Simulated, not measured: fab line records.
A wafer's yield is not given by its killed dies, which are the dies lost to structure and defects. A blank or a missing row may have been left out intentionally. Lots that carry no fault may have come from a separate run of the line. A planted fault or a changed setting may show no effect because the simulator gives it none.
fab line records | flow nand_harc | part 2 of 2: steps 29 to 43 of 43
[record] lots = 5 | wafers = 15 | last_day = 27
route steps=1159 shown A_M1@1027 A_BONDPAD@1059
lots untouched by any fault: they come from a run of this same line in which no faults occurred
start_h: start of the lot's first displayed wafer, in hours after the record's first day | wait_h: hours since the lot's step before | " repeats the value in the row above | L1.1+2: a row that stands for several wafers | - value missing, or start not given | * or withheld: withheld | < > ~ a bound
route shown NAME@n: a module of which the file shows steps, and the number in the route of the first | usual: mean/standard deviation taken from wafers without a fault | same: alike in all rows | chamber/n: place in a boat | sites: each site's reading | _std_site: standard deviation of those values | _edge_site: the outer-site mean with the inner-site mean subtracted | radius_mm: how far each site lies from the wafer's centre | mask NAME#n: copy n | behind: tool/chamber where the wafer was last shaped | hold: reason for holding the lot/hours on hold/outcome of the hold | device: which transistor (n, p or np) failed to switch | end of line: the route-end tests of the same wafers | step lacking rows: just its recipe | killed: dies lost to structure and defects at the first sort, not the wafer's yield | map: a wafer's dies, x killed, . not, _ none there
set.NAME: the setting as run; set.NAME@STEP: as run at that earlier step | model.NAME: the simulator's own value behind a step, which no gauge read
lots at selected steps of the route; one table per step, one row per wafer
services: when a tool's chamber went out of use (start_h, in hours from the record's first day, below 0 if earlier), for how many hours, and the reason
[[steps]]
[step NHARC_A_M1_INSPECT_27]
[usual] raw_defect_count = 440/110
lot.wafer | tool              | chamber | start_h | wait_h | raw_defect_count
L077.2    | defect_inspect-02 | -       | 531.65  | 0.0    | 442
L077.3    | "                 | -       | "       | "      | 565
L077.5    | "                 | -       | "       | "      | 554
L079.1    | defect_inspect-02 | -       | 555.68  | 0.0    | 554
L079.2    | "                 | -       | "       | "      | 665
L079.3    | "                 | -       | "       | "      | 548
L087.3    | defect_inspect-02 | -       | 562.45  | 0.0    | 234
L087.4    | "                 | -       | "       | "      | 356
L087.5    | "                 | -       | "       | "      | 445
L095.1    | defect_inspect-01 | -       | 593.09  | 0.0    | 378
L095.3    | "                 | -       | "       | "      | 410
L095.6    | "                 | -       | "       | "      | 348
L086.2    | defect_inspect-01 | -       | 608.49  | 0.0    | 383
L086.4    | "                 | -       | "       | "      | 288
L086.6    | "                 | -       | "       | "      | 478
[step NHARC_A_M1_PRE_CLEAN_32]
[recipe] time_s = 12 | temp_c = 370 | rf_power_w = 300 | gas = NH3
[usual] heater_power_outer_w = 384/58 | heater_power_w = 650/82
lot.wafer | tool     | chamber | start_h | wait_h | heater_power_outer_w | heater_power_w
L077.3    | pecvd-01 | 0       | 531.80  | 0.1    | 354                  | 632
L077.2    | "        | 2       | "       | "      | 450                  | 718
L077.5    | "        | 1       | "       | "      | 366                  | 585
L079.1    | pecvd-03 | 0       | 555.75  | 0.1    | 365                  | 680
L079.3    | "        | 1       | "       | "      | 433                  | 748
L079.2    | "        | 2       | "       | "      | 273                  | 577
L087.3    | pecvd-02 | 0       | 562.63  | 0.2    | 334                  | 600
L087.4    | "        | 2       | "       | "      | 451                  | 715
L087.5    | "        | 0       | "       | "      | 340                  | 597
L095.1    | pecvd-01 | 2       | 593.17  | 0.1    | 494                  | 777
L095.3    | "        | 0       | "       | "      | 302                  | 556
L095.6    | "        | 1       | "       | "      | 309                  | 488
L086.2    | pecvd-02 | 2       | 608.64  | 0.1    | 447                  | 717
L086.6    | "        | 2       | "       | "      | 465                  | 713
L086.4    | "        | 1       | "       | "      | 390                  | 583
[step NHARC_A_M1_DEP_33]
[recipe] target_thk_a = 300 | temp_c = 370 | target_thk_nm = 30 | pressure_torr = 3 | flow_sccm = 200 | rf_w = 450 | material = SiCN
[usual] heater_power_outer_w = 345/55 | heater_power_w = 597/82
lot.wafer | tool     | chamber | start_h | wait_h | heater_power_outer_w | heater_power_w
L077.3    | pecvd-01 | 0       | 531.88  | 0.1    | 292                  | 527
L077.2    | "        | 2       | "       | "      | 431                  | 712
L077.5    | "        | 1       | "       | "      | 331                  | 527
L079.1    | pecvd-03 | 0       | 555.83  | 0.1    | 378                  | 716
L079.3    | "        | 1       | "       | "      | 352                  | 637
L079.2    | "        | 2       | "       | "      | 328                  | 638
L087.3    | pecvd-02 | 0       | 562.74  | 0.1    | 300                  | 535
L087.4    | "        | 2       | "       | "      | 386                  | 621
L087.5    | "        | 0       | "       | "      | 304                  | 542
L095.1    | pecvd-01 | 2       | 593.28  | 0.1    | 467                  | 771
L095.3    | "        | 0       | "       | "      | 327                  | 593
L095.6    | "        | 1       | "       | "      | 286                  | 475
L086.2    | pecvd-02 | 2       | 608.72  | 0.1    | 420                  | 676
L086.6    | "        | 2       | "       | "      | 414                  | 638
L086.4    | "        | 1       | "       | "      | 279                  | 436
[step NHARC_A_BONDPAD_DEP_00]
[recipe] target_thk_a = 2500 | temp_c = 370 | target_thk_nm = 250 | pressure_torr = 3 | flow_sccm = 200 | rf_w = 450 | material = SiCN
[usual] heater_power_outer_w = 313/62 | heater_power_w = 541/82
lot.wafer | tool     | chamber | start_h | wait_h | heater_power_outer_w | heater_power_w
L077.3    | pecvd-01 | 2       | -       | -      | 482                  | 776
L077.2    | "        | 1       | "       | "      | 278                  | 460
L077.5    | "        | 2       | "       | "      | 480                  | 783
L079.2    | pecvd-01 | 0       | 556.38  | -      | 301                  | 567
L079.3    | "        | 1       | "       | "      | 294                  | 477
L079.1    | "        | 2       | "       | "      | 508                  | 768
L087.3    | pecvd-02 | 1       | -       | -      | 311                  | 472
L087.5    | "        | 0       | "       | "      | 321                  | 549
L087.4    | "        | 1       | "       | "      | 308                  | 491
L095.1    | pecvd-02 | 2       | 593.79  | -      | 346                  | 588
L095.3    | "        | 0       | "       | "      | 288                  | 517
L095.6    | "        | 0       | "       | "      | 300                  | 518
L086.2    | pecvd-04 | 2       | 609.31  | -      | 325                  | 559
L086.6    | "        | 2       | "       | "      | 332                  | 570
L086.4    | "        | 0       | "       | "      | 264                  | 485
[step NHARC_A_BONDPAD_CMP_29]
[recipe] target_thk_nm = 200 | material = SiCN
[usual] edge_zone_pressure_frac = 1.000/0.0049 | motor_current_A = 11.8/1.5
lot.wafer | tool   | chamber | start_h | wait_h | edge_zone_pressure_frac | motor_current_A
L077.2    | cmp-04 | 1       | 532.86  | -      | 1.001                   | 11.7
L077.3    | "      | 2       | "       | "      | 0.997                   | 13.1
L077.5    | "      | 0       | "       | "      | 1.000                   | 11.7
L079.1    | cmp-03 | 0       | 556.82  | -      | 1.002                   | 10.3
L079.2    | "      | 1       | "       | "      | 1.013                   | 10.8
L079.3    | "      | 2       | "       | "      | 1.005                   | 11.1
L087.4    | cmp-02 | 1       | 563.71  | -      | 0.996                   | 11.0
L087.3    | "      | 2       | "       | "      | 0.999                   | 12.5
L087.5    | "      | 0       | "       | "      | 0.996                   | 14.1
L095.3    | cmp-03 | 3       | 594.25  | -      | 0.997                   | 14.8
L095.1    | "      | 0       | "       | "      | 0.987                   | 9.4
L095.6    | "      | 2       | "       | "      | 1.001                   | 11.3
L086.4    | cmp-03 | 0       | 609.67  | -      | 0.997                   | 9.5
L086.2    | "      | 1       | "       | "      | 1.000                   | 11.0
L086.6    | "      | 0       | "       | "      | 1.001                   | 9.6
[step NHARC_A_BONDPAD_THK_MEAS_30]
[recipe] thk_meas_gauge = ellipsometry
[usual] thk_nm = 199.7/1.4
lot.wafer | tool          | chamber | start_h | wait_h | thk_nm
L077.2    | film_metro-02 | -       | 533.09  | 0.2    | 200.2
L077.3    | "             | -       | "       | "      | 202.4
L077.5    | "             | -       | "       | "      | 201.6
L079.1    | film_metro-02 | -       | 557.04  | 0.2    | 200.2
L079.2    | "             | -       | "       | "      | 200.5
L079.3    | "             | -       | "       | "      | 200.4
L087.3    | film_metro-01 | -       | 563.94  | 0.2    | 200.7
L087.4    | "             | -       | "       | "      | 201.0
L087.5    | "             | -       | "       | "      | 198.6
L095.1    | film_metro-02 | -       | 594.45  | 0.2    | 201.5
L095.3    | "             | -       | "       | "      | 199.1
L095.6    | "             | -       | "       | "      | 199.5
L086.2    | film_metro-01 | -       | 609.92  | 0.2    | 200.0
L086.4    | "             | -       | "       | "      | 200.9
L086.6    | "             | -       | "       | "      | 197.4
[step NHARC_A_BONDPAD_SRD_31]
lot.wafer  | tool         | chamber | start_h | wait_h
L077.5+2+3 | wet_bench-10 | 1,2,3   | 533.14  | 0.0
L079.2+1+3 | wet_bench-08 | 7,0,2   | 557.09  | 0.0
L087.3+5+4 | wet_bench-08 | 7,2,3   | 563.98  | 0.0
L095.6+1+3 | wet_bench-10 | 1,2,3   | 594.49  | 0.0
L086.6+2+4 | wet_bench-08 | 6,0,3   | 609.99  | 0.1
[step NHARC_A_BONDPAD_DEHYDRATE_01]
[recipe] temp_c = 150 | time_s = 120
lot.wafer  | tool           | chamber | start_h | wait_h
L077.2+3+5 | litho_track-07 | 0       | 533.22  | 0.1
L079.1+2+3 | litho_track-07 | 0       | 557.17  | 0.1
L087.3+4+5 | litho_track-07 | 0       | 564.06  | 0.1
L095.1+3+6 | litho_track-03 | 0       | 594.57  | 0.1
L086.2+4+6 | litho_track-02 | 0       | 610.07  | 0.1
[step NHARC_A_BONDPAD_HMDS_02]
[recipe] time_s = 30
lot.wafer  | tool           | chamber | start_h | wait_h
L077.2+3+5 | litho_track-07 | 0       | -       | -
L079.1+2+3 | litho_track-07 | 0       | -       | -
L087.3+4+5 | litho_track-07 | 0       | -       | -
L095.1+3+6 | litho_track-03 | 0       | -       | -
L086.2+4+6 | litho_track-02 | 0       | -       | -
[step NHARC_A_BONDPAD_COAT_33]
[recipe] temp_c = 200 | time_s = 65
lot.wafer  | tool           | chamber | start_h | wait_h
L077.2+3+5 | litho_track-07 | 0       | -       | -
L079.1+2+3 | litho_track-07 | 0       | -       | -
L087.3+4+5 | litho_track-07 | 0       | -       | -
L095.1+3+6 | litho_track-03 | 0       | -       | -
L086.2+4+6 | litho_track-02 | 0       | -       | -
[step NHARC_A_BONDPAD_COAT_03]
[recipe] spin_rpm = 2000 | resist_thk_nm = 600
lot.wafer  | tool           | chamber | start_h | wait_h
L077.2+3+5 | litho_track-07 | 0       | -       | -
L079.1+2+3 | litho_track-07 | 0       | -       | -
L087.3+4+5 | litho_track-07 | 0       | -       | -
L095.1+3+6 | litho_track-03 | 0       | -       | -
L086.2+4+6 | litho_track-02 | 0       | -       | -
[step NHARC_A_BONDPAD_SOFTBAKE_04]
[recipe] temp_c = 125 | time_s = 70
lot.wafer  | tool           | chamber | start_h | wait_h
L077.2+3+5 | litho_track-07 | 0       | -       | -
L079.1+2+3 | litho_track-07 | 0       | -       | -
L087.3+4+5 | litho_track-07 | 0       | -       | -
L095.1+3+6 | litho_track-03 | 0       | -       | -
L086.2+4+6 | litho_track-02 | 0       | -       | -
[step NHARC_A_BONDPAD_EBR_05]
lot.wafer  | tool           | chamber | start_h | wait_h
L077.2+3+5 | litho_track-07 | 0       | -       | -
L079.1+2+3 | litho_track-07 | 0       | -       | -
L087.3+4+5 | litho_track-07 | 0       | -       | -
L095.1+3+6 | litho_track-03 | 0       | -       | -
L086.2+4+6 | litho_track-02 | 0       | -       | -
[step NHARC_A_BONDPAD_EXPOSE_06]
[recipe] na = 0.55 | dose_mj = 36.99 | mask_id = A_BPAD
lot.wafer  | tool           | chamber | start_h | wait_h | mask
L077.2+3+5 | krf_scanner-04 | 0       | 533.52  | -      | A_BPAD#0
L079.1+2+3 | krf_scanner-01 | 0       | 557.46  | -      | A_BPAD#0
L087.3+4+5 | krf_scanner-01 | 0       | 564.24  | -      | A_BPAD#0
L095.1+3+6 | krf_scanner-01 | 0       | 594.86  | -      | A_BPAD#0
L086.2+4+6 | krf_scanner-02 | 0       | 610.37  | -      | A_BPAD#0
[step NHARC_A_BONDPAD_PEB_07]
[recipe] peb_temp_c = 128 | peb_time_s = 80
[same] peb_time_s = 80
lot.wafer  | tool           | chamber | start_h | wait_h
L077.2+3+5 | litho_track-03 | 0       | 533.58  | 0.1
L079.1+2+3 | litho_track-03 | 0       | 557.53  | 0.1
L087.3+4+5 | litho_track-02 | 0       | 564.30  | 0.1
L095.1+3+6 | litho_track-07 | 0       | 594.93  | 0.1
L086.2+4+6 | litho_track-03 | 0       | 610.43  | 0.1
[[services]]
tool           | chamber | start_h | hours | kind
rie_diel-02    | -       | 504.70  | 9.0   | pm
rie_diel-13    | 1       | 512.42  | 4.0   | repair
litho_track-02 | -       | 515.00  | 7.0   | pm
pecvd-02       | -       | 515.14  | 13.0  | pm
pvd_sputter-03 | -       | 518.33  | 1.3   | repair
rie_diel-10    | -       | 530.50  | 9.0   | pm
rie_diel-02    | -       | 532.85  | 1.0   | repair
litho_track-07 | -       | 539.00  | 7.0   | pm
rie_diel-13    | -       | 542.14  | 0.3   | repair
rie_diel-02    | 2       | 546.91  | 3.0   | repair
cmp-03         | -       | 548.05  | 4.0   | pm
cmp-04         | -       | 556.50  | 0.4   | repair
rie_diel-02    | 0       | 557.79  | 8.5   | repair
litho_track-03 | -       | 563.00  | 7.0   | pm
pvd_sputter-02 | -       | 570.07  | 10.0  | pm
rie_diel-02    | 1       | 576.62  | 20.7  | repair
wet_bench-08   | -       | 582.40  | 8.0   | pm
cmp-04         | -       | 595.14  | 4.0   | pm
pecvd-02       | -       | 596.96  | 1.1   | repair
wet_bench-10   | -       | 599.20  | 8.0   | pm
pecvd-01       | -       | 599.40  | 13.0  | pm
krf_scanner-01 | -       | 600.00  | 4.0   | pm
rie_diel-10    | 1       | 601.31  | 6.1   | repair
wet_bench-10   | -       | 609.19  | 1.8   | repair
